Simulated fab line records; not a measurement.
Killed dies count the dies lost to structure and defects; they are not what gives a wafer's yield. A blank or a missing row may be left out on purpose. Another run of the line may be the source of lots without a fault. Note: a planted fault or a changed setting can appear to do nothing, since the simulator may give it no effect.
Matching of chambers	flow n5-finfet	N5_BEOL_M0_SAQP_ETCH_83 on rie-diel-05 has 4 sister chambers
The step etches SiARC in CF4, target depth 39 nm, time 65 s. 4 wafers are shown with their chamber, then 10 later ones without.

== WAFERS WITH THEIR CHAMBER ==
wafer	chamber	drypump-motor-current-A (A)
L086.2	1	5.8
L086.6	2	5.7
L087.3	0	5.2
L087.5	3	5.8

== WAFERS WHOSE CHAMBER IS MISSING ==
wafer	drypump-motor-current-A (A)
L087.6	5.3
L088.1	5.2
L088.3	5.7
L088.5	5.2
L089.3	5.2
L089.5	5.8
L089.6	5.2
L090.1	5.8
L090.2	5.7
L090.4	5.2

== EACH ONE'S CHAMBER ==
wafer	from the rows above	in truth
L087.6	0	0
L088.1	0	0
L088.3	2	2
L088.5	0	0
L089.3	0	0
L089.5	can't be placed: 1 or 3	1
L089.6	0	0
L090.1	can't be placed: 1 or 3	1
L090.2	2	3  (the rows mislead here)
L090.4	0	0
Correctly placed: 7 of 10. Unplaceable from these rows: 2, with the true chamber sitting among the candidates in 2. Number placed wrongly: 1.
How it was worked out, from the rows above alone: a wafer's distance from a chamber is the root of the sum, over the readings, of the square of ((its reading less the chamber's mean) divided by the reading's scatter). If the next closest chamber is less than 2 further off than the closest, the wafer can't be placed; otherwise it belongs to the closest. The mean given for a chamber averages the wafers shown for that chamber. The scatter: with one shown wafer a chamber, the root of the mean of the squares of how far each hidden wafer lies from its nearest shown one.
